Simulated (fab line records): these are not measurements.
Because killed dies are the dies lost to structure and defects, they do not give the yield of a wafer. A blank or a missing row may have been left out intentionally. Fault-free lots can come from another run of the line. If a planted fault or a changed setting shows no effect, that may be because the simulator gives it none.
fab line records + flow n5-finfet
[record]
- lots = 10
- wafers = 30
- last-day = 20
route steps=1938 shown BEOL_M7@1266 PASSIVATION@1936
lots with no fault: from the same line, run without faults
start-h: hours from the record's opening day to when the first of the lot's shown wafers began + wait-h: how many hours have passed since the lot's step before this one + " identical to the entry in the row above + L1.1+2: a single row standing in for several wafers + - value missing, or start not given + * or withheld: withheld + < > ~ a bound
route shown NAME@n: NAME is a module with steps in the file, n the number in the route of the first one + usual: the fault-free wafers' mean and standard deviation + same: alike in all rows + chamber/n: place in a boat + sites: the reading at each site + _std_site: the values' standard deviation + _edge_site: outer sites' mean less inner sites' + radius-mm: for every site, how far away it sits from the centre of the wafer + mask NAME#n: copy n + behind: tool/chamber where the wafer was last shaped + hold: why the lot was held/for how many hours/how that ended + device: whichever transistor did not switch (one of n, p or np) + end of line: the route-end tests of the same wafers + a step given without rows: its recipe and nothing more + killed: count of dies lost to structure and defects at first sort (not the wafer's yield) + map: per-die view of a wafer (x killed, . not killed, _ where there is no die)
set.NAME: the run value of the setting; set.NAME@STEP: its run value at that earlier step + model.NAME: the simulator's own value behind a step, which no gauge read
steps of the route over a sample of lots; a table a step, a row a wafer
services: the hour from which a tool's chamber was out of use, counted from the record's first day as start-h (under 0 if before that day), plus the number of hours and why
[[steps]]
[step N5_BEOL_M7_PECVD_70]
[recipe]
- material = SiO2
- target-thk-a = 200
- temp-c = 400
- precursor = TEOS/O2
- pressure-torr = 5.5
- rf-w = 450
- teos-flow-sccm = 53.8
- gas = O2
- flow-sccm = 3000
- time-s = 22.7
[usual]
- chamber-pressure-Torr = 5.501/0.011
- heater-power-outer-w = 416/56
- heater-power-w = 722/80
- showerhead-plenum-p-Torr = 8.74/0.07
- throttle-valve-pct = 22.0/1
| lot.wafer | tool     | chamber | start-h | wait-h | chamber-pressure-Torr | heater-power-outer-w | heater-power-w | showerhead-plenum-p-Torr | since-wet-clean-h | throttle-valve-pct |
|-----------|----------|---------|---------|--------|-----------------------|----------------------|----------------|--------------------------|-------------------|--------------------|
| L759.1    | pecvd-04 | 1       | 260.90  | 0.0    | 5.510                 | 418                  | 748            | 8.64                     | 1690              | 22.3               |
| L759.4    | "        | 1       | "       | "      | 5.498                 | 416                  | 734            | 8.64                     | -                 | 22.3               |
| L759.5    | "        | 0       | "       | "      | 5.508                 | 455                  | 821            | 8.76                     | -                 | 22.5               |
| L762.1    | pecvd-04 | 1       | 266.93  | 0.0    | 5.506                 | 419                  | 770            | 8.65                     | 1696              | 22.3               |
| L762.5    | "        | 2       | "       | "      | 5.479                 | 412                  | 746            | 8.82                     | -                 | 20.0               |
| L762.6    | "        | 0       | "       | "      | 5.499                 | 459                  | 836            | 8.75                     | -                 | 22.4               |
| L760.1    | pecvd-04 | 0       | 267.20  | 0.0    | 5.495                 | 465                  | 846            | 8.75                     | 971               | 22.3               |
| L760.5    | "        | 0       | "       | "      | 5.491                 | 459                  | 849            | 8.75                     | -                 | 22.6               |
| L760.6    | "        | 1       | "       | "      | 5.478                 | 383                  | 702            | 8.63                     | -                 | 22.2               |
| L763.4    | pecvd-02 | 2       | 273.99  | 0.1    | 5.494                 | 529                  | 835            | 8.71                     | -                 | 22.4               |
| L763.5    | "        | 0       | "       | "      | 5.491                 | 395                  | 733            | 8.72                     | -                 | 22.3               |
| L763.6    | "        | 1       | "       | "      | 5.494                 | 363                  | 590            | 8.86                     | -                 | 22.4               |
| L770.4    | pecvd-04 | 1       | 313.68  | 0.1    | 5.494                 | 425                  | 792            | 8.66                     | -                 | 22.0               |
| L770.5    | "        | 2       | "       | "      | 5.507                 | 409                  | 724            | 8.82                     | -                 | 19.9               |
| L770.6    | "        | 0       | "       | "      | 5.495                 | 391                  | 749            | 8.74                     | -                 | 22.3               |
| L773.2    | pecvd-02 | 1       | 320.30  | 0.0    | 5.506                 | 435                  | 674            | 8.87                     | 2112              | 22.5               |
| L773.4    | "        | 0       | "       | "      | 5.495                 | 333                  | 660            | 8.72                     | -                 | 22.5               |
| L773.5    | "        | 0       | "       | "      | 5.502                 | 340                  | 634            | 8.73                     | -                 | 22.4               |
| L775.1    | pecvd-04 | 1       | 325.11  | 0.0    | 5.496                 | 368                  | 688            | 8.63                     | 1754              | 22.4               |
| L775.4    | "        | 1       | "       | "      | 5.492                 | 354                  | 699            | 8.65                     | -                 | 22.2               |
| L775.5    | "        | 2       | "       | "      | 5.509                 | 427                  | 755            | 8.80                     | -                 | 20.2               |
| L776.1    | pecvd-03 | 2       | 356.21  | 0.0    | 5.499                 | 385                  | 626            | 8.66                     | 125               | 21.5               |
| L776.2    | "        | 0       | "       | "      | 5.503                 | 457                  | 725            | 8.76                     | 879               | 23.4               |
| L776.4    | "        | 1       | "       | "      | 5.491                 | 450                  | 712            | 8.70                     | -                 | 23.4               |
| L772.2    | pecvd-04 | 0       | 359.31  | 0.0    | 5.481                 | 446                  | 812            | 8.76                     | 1063              | 22.4               |
| L772.4    | "        | 0       | "       | "      | 5.496                 | 456                  | 808            | 8.75                     | -                 | 22.4               |
| L772.6    | "        | 1       | "       | "      | 5.510                 | 437                  | 800            | 8.64                     | -                 | 22.1               |
| L779.1    | pecvd-03 | 1       | 388.77  | 0.0    | 5.498                 | 407                  | 653            | 8.71                     | 1636              | 23.5               |
| L779.2    | "        | 2       | "       | "      | 5.489                 | 348                  | 569            | 8.68                     | 157               | 21.6               |
| L779.6    | "        | 0       | "       | "      | 5.525                 | 477                  | 723            | 8.73                     | -                 | 23.3               |
[step N5_BEOL_M7_HM_DEP_02]
[recipe]
- material = TiN
- target-thk-a = 200
- temp-c = 25
- chamber-pressure-pa = 0.49996
[usual]
- throttle-valve-pct = 29.5/1.6
| lot.wafer | tool           | chamber | start-h | wait-h | throttle-valve-pct |
|-----------|----------------|---------|---------|--------|--------------------|
| L759.1    | pvd-sputter-02 | -       | 261.43  | 0.5    | 27.3               |
| L759.4    | "              | -       | "       | "      | 31.1               |
| L759.5    | "              | -       | "       | "      | 31.1               |
| L762.1    | pvd-sputter-03 | -       | 267.24  | 0.3    | 32.3               |
| L762.5    | "              | -       | "       | "      | 32.5               |
| L762.6    | "              | -       | "       | "      | 27.1               |
| L760.1    | pvd-sputter-03 | -       | 267.34  | 0.1    | 27.3               |
| L760.5    | "              | -       | "       | "      | 27.4               |
| L760.6    | "              | -       | "       | "      | 32.6               |
| L763.4    | pvd-sputter-01 | -       | 275.15  | 1.1    | 29.0               |
| L763.5    | "              | -       | "       | "      | 29.8               |
| L763.6    | "              | -       | "       | "      | 29.2               |
| L770.4    | pvd-sputter-03 | -       | 314.25  | 0.6    | 29.6               |
| L770.5    | "              | -       | "       | "      | 27.2               |
| L770.6    | "              | -       | "       | "      | 29.5               |
| L773.2    | pvd-sputter-02 | -       | 321.91  | 1.6    | 27.0               |
| L773.4    | "              | -       | "       | "      | 31.3               |
| L773.5    | "              | -       | "       | "      | 27.1               |
| L775.1    | pvd-sputter-02 | -       | 325.85  | 0.7    | 31.0               |
| L775.4    | "              | -       | "       | "      | 29.5               |
| L775.5    | "              | -       | "       | "      | 31.2               |
| L776.1    | pvd-sputter-01 | -       | 356.86  | 0.6    | 28.8               |
| L776.2    | "              | -       | "       | "      | 29.1               |
| L776.4    | "              | -       | "       | "      | 29.7               |
| L772.2    | pvd-sputter-02 | -       | 360.28  | 1.0    | 29.1               |
| L772.4    | "              | -       | "       | "      | 31.1               |
| L772.6    | "              | -       | "       | "      | 27.3               |
| L779.1    | pvd-sputter-03 | -       | 390.64  | 1.9    | 29.4               |
| L779.2    | "              | -       | "       | "      | 28.4               |
| L779.6    | "              | -       | "       | "      | 28.3               |
[step N5_BEOL_M7_INSPECT_13]
[recipe]
- mode = adi
- inspect-instrument = brightfield
[usual]
- raw-defect-count = 493/120
| lot.wafer | tool              | chamber | start-h | wait-h | raw-defect-count |
|-----------|-------------------|---------|---------|--------|------------------|
| L759.1    | defect-inspect-02 | -       | 261.86  | 0.0    | 379              |
| L759.4    | "                 | -       | "       | "      | 509              |
| L759.5    | "                 | -       | "       | "      | 425              |
| L762.1    | defect-inspect-02 | -       | 267.79  | 0.0    | 305              |
| L762.5    | "                 | -       | "       | "      | 457              |
| L762.6    | "                 | -       | "       | "      | 475              |
| L760.1    | defect-inspect-01 | -       | 267.96  | 0.0    | 658              |
| L760.5    | "                 | -       | "       | "      | 572              |
| L760.6    | "                 | -       | "       | "      | 595              |
| L763.4    | defect-inspect-01 | -       | 275.58  | 0.0    | 405              |
| L763.5    | "                 | -       | "       | "      | 326              |
| L763.6    | "                 | -       | "       | "      | 378              |
| L770.4    | defect-inspect-01 | -       | 314.80  | 0.0    | 1580             |
| L770.5    | "                 | -       | "       | "      | 474              |
| L770.6    | "                 | -       | "       | "      | 1469             |
| L773.2    | defect-inspect-01 | -       | 322.47  | 0.0    | 376              |
| L773.4    | "                 | -       | "       | "      | 443              |
| L773.5    | "                 | -       | "       | "      | 349              |
| L775.1    | defect-inspect-01 | -       | 326.44  | 0.0    | 554              |
| L775.4    | "                 | -       | "       | "      | 598              |
| L775.5    | "                 | -       | "       | "      | 533              |
| L776.1    | defect-inspect-01 | -       | 357.41  | 0.0    | 377              |
| L776.2    | "                 | -       | "       | "      | 406              |
| L776.4    | "                 | -       | "       | "      | 331              |
| L772.2    | defect-inspect-02 | -       | 360.83  | 0.0    | 593              |
| L772.4    | "                 | -       | "       | "      | 532              |
| L772.6    | "                 | -       | "       | "      | 403              |
| L779.1    | defect-inspect-01 | -       | 391.19  | 0.0    | 652              |
| L779.2    | "                 | -       | "       | "      | 523              |
| L779.6    | "                 | -       | "       | "      | 443              |
[step N5_BEOL_M7_ETCH_62]
[recipe]
- chemistry = N2/H2
- target = SOC
- target-depth-a = 1100
- overetch-a = 220
- mask-material = SiARC
- temp-c = 40
- time-s = 165
- ion-energy-ev = 200
- pressure-mtorr = 30
- source-w = 840
- bias-w = 150
- n2-flow-sccm = 200
- h2-flow-sccm = 200
[usual]
- drypump-motor-current-A = 5.6/0.47
- oes-product-au = 0.69/0.065
- rf-vpp-V = 524.3/2.9
- showerhead-plenum-p-Torr = 2.56/0.1
- throttle-valve-pct = 17.76/0.27
| lot.wafer | tool        | chamber | start-h | wait-h | drypump-motor-current-A | oes-product-au | rf-hours-counter-h | rf-vpp-V | showerhead-plenum-p-Torr | throttle-valve-pct |
|-----------|-------------|---------|---------|--------|-------------------------|----------------|--------------------|----------|--------------------------|--------------------|
| L759.1    | rie-diel-02 | 2       | 262.18  | 0.0    | 5.4                     | 0.77           | 29                 | 526.2    | 2.60                     | 17.63              |
| L759.4    | "           | 3       | "       | "      | 6.2                     | 0.69           | 102                | 523.9    | 2.56                     | 17.44              |
| L759.5    | "           | 3       | "       | "      | 6.2                     | 0.69           | -                  | 524.0    | 2.56                     | 17.43              |
| L762.1    | rie-diel-04 | 0       | 267.92  | 0.0    | 5.1                     | 0.67           | 85                 | 521.6    | 2.47                     | 17.94              |
| L762.5    | "           | 3       | "       | "      | 6.5                     | 0.64           | -                  | 519.5    | 2.34                     | 17.64              |
| L762.6    | "           | 0       | "       | "      | 5.1                     | 0.68           | -                  | 521.9    | 2.47                     | 17.94              |
| L760.1    | rie-diel-02 | 3       | 268.48  | 0.0    | 6.1                     | 0.69           | 103                | 523.5    | 2.56                     | 17.43              |
| L760.5    | "           | 1       | "       | "      | 4.9                     | 0.74           | -                  | 521.9    | 2.48                     | 17.49              |
| L760.6    | "           | 2       | "       | "      | 5.4                     | 0.77           | -                  | 524.7    | 2.59                     | 17.63              |
| L763.4    | rie-diel-01 | 3       | 275.70  | 0.0    | 5.4                     | 0.61           | 215                | 526.5    | 2.63                     | 18.22              |
| L763.5    | "           | 3       | "       | "      | 5.4                     | 0.61           | -                  | 524.6    | 2.63                     | 18.21              |
| L763.6    | "           | 2       | "       | "      | 6.0                     | 0.76           | -                  | 528.1    | 2.71                     | 17.39              |
| L770.4    | rie-diel-02 | 2       | 315.01  | 0.0    | 5.4                     | 0.74           | 46                 | 525.3    | 2.59                     | 17.64              |
| L770.5    | "           | 1       | "       | "      | 4.9                     | 0.72           | -                  | 522.0    | 2.47                     | 17.55              |
| L770.6    | "           | 0       | "       | "      | 5.6                     | 0.72           | -                  | 524.4    | 2.58                     | 17.92              |
| L773.2    | rie-diel-02 | 0       | 322.66  | 0.0    | 5.6                     | 0.71           | 59                 | 523.9    | 2.58                     | 17.92              |
| L773.4    | "           | 1       | "       | "      | 4.9                     | 0.72           | 59                 | 520.2    | 2.47                     | 17.52              |
| L773.5    | "           | 2       | "       | "      | 5.4                     | 0.74           | -                  | 524.2    | 2.59                     | 17.67              |
| L775.1    | rie-diel-01 | 0       | 326.64  | 0.0    | 6.1                     | 0.60           | 225                | 526.4    | 2.62                     | 18.01              |
| L775.4    | "           | 3       | "       | "      | 5.4                     | 0.60           | -                  | 525.5    | 2.62                     | 18.22              |
| L775.5    | "           | 0       | "       | "      | 6.1                     | 0.60           | -                  | 526.6    | 2.62                     | 18.00              |
| L776.1    | rie-diel-04 | 3       | 357.54  | 0.0    | 6.5                     | 0.62           | 180                | 517.5    | 2.32                     | 17.70              |
| L776.2    | "           | 2       | "       | "      | 6.0                     | 0.79           | 17                 | 524.3    | 2.60                     | 17.41              |
| L776.4    | "           | 1       | "       | "      | 5.5                     | 0.61           | 193                | 523.6    | 2.54                     | 18.01              |
| L772.2    | rie-diel-04 | 0       | 361.44  | 0.0    | 5.1                     | 0.65           | 120                | 520.6    | 2.45                     | 18.01              |
| L772.4    | "           | 2       | "       | "      | 6.0                     | 0.79           | 18                 | 524.7    | 2.60                     | 17.41              |
| L772.6    | "           | 1       | "       | "      | 5.5                     | 0.60           | -                  | 524.3    | 2.54                     | 18.02              |
| L779.1    | rie-diel-04 | 0       | 391.34  | 0.0    | 5.1                     | 0.65           | 128                | 521.5    | 2.45                     | 18.03              |
| L779.2    | "           | 1       | "       | "      | 5.5                     | 0.60           | 201                | 524.5    | 2.53                     | 18.02              |
| L779.6    | "           | 3       | "       | "      | 6.5                     | 0.62           | -                  | 517.6    | 2.32                     | 17.73              |
[step N5_BEOL_M7_CD_MEAS_18]
[recipe]
- pitch-nm = 80
- target-cd-nm = 40
[usual]
- cd-nm = 39.9/0.46
| lot.wafer | tool      | chamber | start-h | wait-h | cd-nm |
|-----------|-----------|---------|---------|--------|-------|
| L759.1    | cd-sem-03 | -       | 262.56  | 0.0    | 40.2  |
| L759.4    | "         | -       | "       | "      | 39.9  |
| L759.5    | "         | -       | "       | "      | 39.4  |
| L762.1    | cd-sem-03 | -       | 268.42  | 0.0    | 39.7  |
| L762.5    | "         | -       | "       | "      | 40.2  |
| L762.6    | "         | -       | "       | "      | 39.3  |
| L760.1    | cd-sem-03 | -       | 268.85  | 0.0    | 40.3  |
| L760.5    | "         | -       | "       | "      | 39.8  |
| L760.6    | "         | -       | "       | "      | 39.7  |
| L763.4    | cd-sem-01 | -       | 276.15  | 0.1    | 39.7  |
| L763.5    | "         | -       | "       | "      | 39.2  |
| L763.6    | "         | -       | "       | "      | 39.6  |
| L770.4    | cd-sem-02 | -       | 315.39  | 0.1    | 40.6  |
| L770.5    | "         | -       | "       | "      | 40.1  |
| L770.6    | "         | -       | "       | "      | 40.5  |
| L773.2    | cd-sem-02 | -       | 323.03  | 0.1    | 39.7  |
| L773.4    | "         | -       | "       | "      | 39.4  |
| L773.5    | "         | -       | "       | "      | 39.3  |
| L775.1    | cd-sem-01 | -       | 327.00  | 0.0    | 40.5  |
| L775.4    | "         | -       | "       | "      | 40.9  |
| L775.5    | "         | -       | "       | "      | 40.5  |
| L776.1    | cd-sem-01 | -       | 358.07  | 0.0    | 39.8  |
| L776.2    | "         | -       | "       | "      | 40.4  |
| L776.4    | "         | -       | "       | "      | 39.6  |
| L772.2    | cd-sem-03 | -       | 361.81  | 0.1    | 39.7  |
| L772.4    | "         | -       | "       | "      | 39.9  |
| L772.6    | "         | -       | "       | "      | 39.7  |
| L779.1    | cd-sem-01 | -       | 391.91  | 0.0    | 39.7  |
| L779.2    | "         | -       | "       | "      | 39.0  |
| L779.6    | "         | -       | "       | "      | 39.4  |
[step N5_BEOL_M7_INSPECT_30]
[recipe]
- mode = adi
- inspect-instrument = brightfield
[usual]
- raw-defect-count = 492/120
| lot.wafer | tool              | chamber | start-h | wait-h | raw-defect-count |
|-----------|-------------------|---------|---------|--------|------------------|
| L759.1    | defect-inspect-01 | -       | 263.05  | 0.1    | 396              |
| L759.4    | "                 | -       | "       | "      | 524              |
| L759.5    | "                 | -       | "       | "      | 449              |
| L760.1    | defect-inspect-01 | -       | 269.73  | 0.1    | 654              |
| L760.5    | "                 | -       | "       | "      | 572              |
| L760.6    | "                 | -       | "       | "      | 574              |
| L762.1    | defect-inspect-02 | -       | 269.78  | 0.1    | 299              |
| L762.5    | "                 | -       | "       | "      | 474              |
| L762.6    | "                 | -       | "       | "      | 501              |
| L763.4    | defect-inspect-02 | -       | 278.17  | 0.0    | 388              |
| L763.5    | "                 | -       | "       | "      | 326              |
| L763.6    | "                 | -       | "       | "      | 378              |
| L770.4    | defect-inspect-01 | -       | 317.53  | 0.0    | 1618             |
| L770.5    | "                 | -       | "       | "      | 490              |
| L770.6    | "                 | -       | "       | "      | 1484             |
| L773.2    | defect-inspect-02 | -       | 323.97  | 0.0    | 375              |
| L773.4    | "                 | -       | "       | "      | 400              |
| L773.5    | "                 | -       | "       | "      | 337              |
| L775.1    | defect-inspect-02 | -       | 328.09  | 0.1    | 537              |
| L775.4    | "                 | -       | "       | "      | 611              |
| L775.5    | "                 | -       | "       | "      | 533              |
| L776.1    | defect-inspect-02 | -       | 360.54  | 0.1    | 406              |
| L776.2    | "                 | -       | "       | "      | 362              |
| L776.4    | "                 | -       | "       | "      | 330              |
| L772.2    | defect-inspect-01 | -       | 362.85  | 0.0    | 558              |
| L772.4    | "                 | -       | "       | "      | 521              |
| L772.6    | "                 | -       | "       | "      | 433              |
| L779.1    | defect-inspect-01 | -       | 393.36  | 0.1    | 651              |
| L779.2    | "                 | -       | "       | "      | 557              |
| L779.6    | "                 | -       | "       | "      | 419              |
[step N5_PASSIVATION_PROBE_49]
[usual]
- defect-limited-yield = 91.1/1.4
- killed_at_M0_to_M3 = 34/10
- killed_at_M4_up = 14/5.5
- killed-at-contacts = 12/5.1
- killed-at-front-end = 41/12
- killed-at-other = 4/3.1
- killed-dies = 105/17
- killed-on-rim = 13/3.7
- killed-open = 70/13
- killed-short = 33/7.6
- sort_bin_5_function = 5.3/0.98
- sort_bin_6_memory = 3.3/0.67
- sort-n-pass = 1075/17
- sort-yield-pct = 91.1/1.4
[same]
- gross-dies = 1180
- killed-at-back-side = 0
- sort_bin_4_leakage[%] = 0
- sort_bin_8_speed[%] = 0
| lot.wafer | tool      | chamber | start-h | wait-h | defect-limited-yield[%] | killed_at_M0_to_M3 | killed_at_M4_up | killed-at-contacts | killed-at-front-end | killed-at-other | killed-dies | killed-on-rim | killed-open | killed-short | sort_bin_5_function[%] | sort_bin_6_memory[%] | sort-n-pass | sort-yield-pct[%] |
|-----------|-----------|---------|---------|--------|-------------------------|--------------------|-----------------|--------------------|---------------------|-----------------|-------------|---------------|-------------|--------------|------------------------|----------------------|-------------|-------------------|
| L770.4    | prober-01 | -       | 400.83  | 0.2    | 83.6                    | 29                 | 103             | 12                 | 43                  | 6               | 193         | 25            | 66          | 35           | 8.8                    | 4.5                  | 987         | 83.6              |
| L770.5    | prober-01 | -       | 400.88  | 0.2    | 91.8                    | 28                 | 21              | 11                 | 31                  | 6               | 97          | 16            | 64          | 29           | 5.0                    | 3.1                  | 1083        | 91.8              |
| L770.6    | prober-01 | -       | 400.93  | 0.3    | 85.3                    | 26                 | 113             | 8                  | 26                  | 0               | 173         | 26            | 49          | 28           | 8.4                    | 3.7                  | 1007        | 85.3              |
| L773.2    | prober-01 | -       | 408.98  | 0.1    | 90.5                    | 42                 | 24              | 18                 | 26                  | 2               | 112         | 11            | 68          | 41           | 5.9                    | 3.1                  | 1068        | 90.5              |
| L773.4    | prober-01 | -       | 409.08  | 0.2    | 91.0                    | 38                 | 13              | 8                  | 46                  | 1               | 106         | 10            | 69          | 34           | 5.5                    | 3.1                  | 1074        | 91.0              |
| L773.5    | prober-01 | -       | 409.13  | 0.2    | 89.7                    | 52                 | 12              | 18                 | 36                  | 3               | 121         | 15            | 76          | 45           | 5.6                    | 4.2                  | 1059        | 89.7              |
// killed by level:class
L770.4 BEOL_M7:unspecified=90 STI_FIN_REVEAL:geometric-particle:open=10 FIN_SAQP:geometric-particle:short=9 MOL_CONTACT_COAG:geometric-particle:open=9 BEOL_M3:geometric-particle:open=6 BEOL_M4:geometric-particle:open=6 FIN_SAQP:geometric-particle:open=5 GATE_CUT:geometric-particle:open=5
L770.5 MOL_CONTACT_COAG:geometric-particle:open=9 BEOL_M0_SAQP:geometric-particle:open=7 BEOL_M3:geometric-particle:open=6 BEOL_M4:geometric-particle:open=5 FIN_SAQP:geometric-particle:open=4 STI_FIN_REVEAL:geometric-particle:open=4 BEOL_M0_SAQP:geometric-particle:short=4 BEOL_M2:geometric-particle:open=4
L770.6 BEOL_M7:unspecified=94 BEOL_M0_SAQP:geometric-particle:open=7 MOL_CONTACT_COAG:geometric-particle:open=6 BEOL_M0_SAQP:geometric-particle:short=6 BEOL_M5:geometric-particle:open=6 FIN_SAQP:geometric-particle:short=5 DUMMY_GATE:geometric-particle:open=5 BEOL_M3:geometric-particle:open=5
L773.2 BEOL_M0_SAQP:geometric-particle:short=18 BEOL_M0_SAQP:geometric-particle:open=17 MOL_CONTACT_COAG:geometric-particle:open=13 BEOL_M4:geometric-particle:open=12 STI_FIN_REVEAL:geometric-particle:open=7 FIN_SAQP:geometric-particle:short=5 MOL_CONTACT_COAG:geometric-particle:short=5 FIN_SAQP:geometric-particle:open=3
L773.4 STI_FIN_REVEAL:geometric-particle:open=15 BEOL_M0_SAQP:geometric-particle:open=15 BEOL_M0_SAQP:geometric-particle:short=10 FIN_SAQP:geometric-particle:short=8 MOL_CONTACT_COAG:geometric-particle:open=6 BEOL_M2:geometric-particle:open=6 FIN_CUT:geometric-particle:short=4 STARTING-WAFER:geometric-particle:open=4
L773.5 MOL_CONTACT_COAG:geometric-particle:open=14 BEOL_M0_SAQP:geometric-particle:short=13 BEOL_M0_SAQP:geometric-particle:open=12 STI_FIN_REVEAL:geometric-particle:open=8 BEOL_M2:geometric-particle:open=8 FIN_SAQP:geometric-particle:open=7 BEOL_M1:geometric-particle:open=6 BEOL_M4:geometric-particle:open=5
[[services]]
| tool           | chamber | start-h | hours | kind                          |
|----------------|---------|---------|-------|-------------------------------|
| pecvd-02       | -       | 239.97  | 1.1   | repair                        |
| rie-diel-02    | 3       | 241.30  | 2.1   | repair                        |
| pecvd-04       | 1       | 245.84  | 3.8   | repair                        |
| rie-diel-04    | 2       | 277.44  | 9.6   | repair                        |
| pecvd-03       | 0       | 285.92  | 5.5   | scheduled-down                |
| rie-diel-04    | 1       | 286.58  | 5.8   | repair                        |
| rie-diel-04    | 2       | 292.62  | -     | clean                         |
| rie-diel-04    | 2       | 292.62  | -     | consumable-replace:focus-ring |
| rie-diel-04    | 2       | 292.62  | 17.2  | scheduled-down                |
| rie-diel-04    | 2       | 292.62  | 17.2  | vent-cycle                    |
| pecvd-03       | 2       | 295.39  | 5.9   | repair                        |
| rie-diel-01    | -       | 296.25  | 0.3   | repair                        |
| pecvd-03       | -       | 322.59  | 2.8   | pm                            |
| rie-diel-01    | 1       | 325.84  | 14.7  | repair                        |
| rie-diel-02    | -       | 327.81  | 14.6  | pm                            |
| rie-diel-02    | 1       | 346.98  | 4.0   | repair                        |
| rie-diel-01    | 3       | 351.08  | 6.8   | repair                        |
| rie-diel-01    | 2       | 353.35  | 6.6   | repair                        |
| pvd-sputter-03 | -       | 358.43  | 1.8   | repair                        |
| rie-diel-02    | -       | 362.43  | 1.3   | repair                        |
| pecvd-03       | 1       | 367.19  | 6.5   | repair                        |
| pecvd-02       | -       | 370.57  | 2.9   | repair                        |
| rie-diel-02    | 1       | 376.80  | 10.3  | repair                        |
| rie-diel-04    | -       | 384.72  | 0.3   | repair                        |
[[key]]
[first-sign]
- step = N5_BEOL_M7_INSPECT_13
- reading = raw-defect-count
- direction = up
- sigmas = 8.7
- usual = 493
- struck = 1524
[effect]
- step = N5_BEOL_M7_INSPECT_30
- reading = raw-defect-count
- direction = up
- sigmas = 8.8
- usual = 492
- struck = 1551
[effect]
- step = N5_PASSIVATION_PROBE_49
- reading = killed_at_M4_up
- direction = up
- sigmas = 17
- usual = 14
- struck = 108
[more-kills-born-at]
- N5_BEOL_M7_HM_DEP_02@pvd-sputter-03 = 184
met-at N5_BEOL_M7_HM_DEP_02
struck-lots L770
struck-wafers L770.4,L770.6
not-acting-at N5_BEOL_M7_PECVD_70,N5_BEOL_M7_ETCH_62,N5_BEOL_M7_CD_MEAS_18
[fault]
- kind = chamber-particle-source
- tool = pvd-sputter-03
- chamber = -
- onset-h = 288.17
- steps = N5_BEOL_M7_HM_DEP_02
- rate-per-visit-cm2 = 1.4916
- end-h = 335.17
- scope = struck-wafers-only
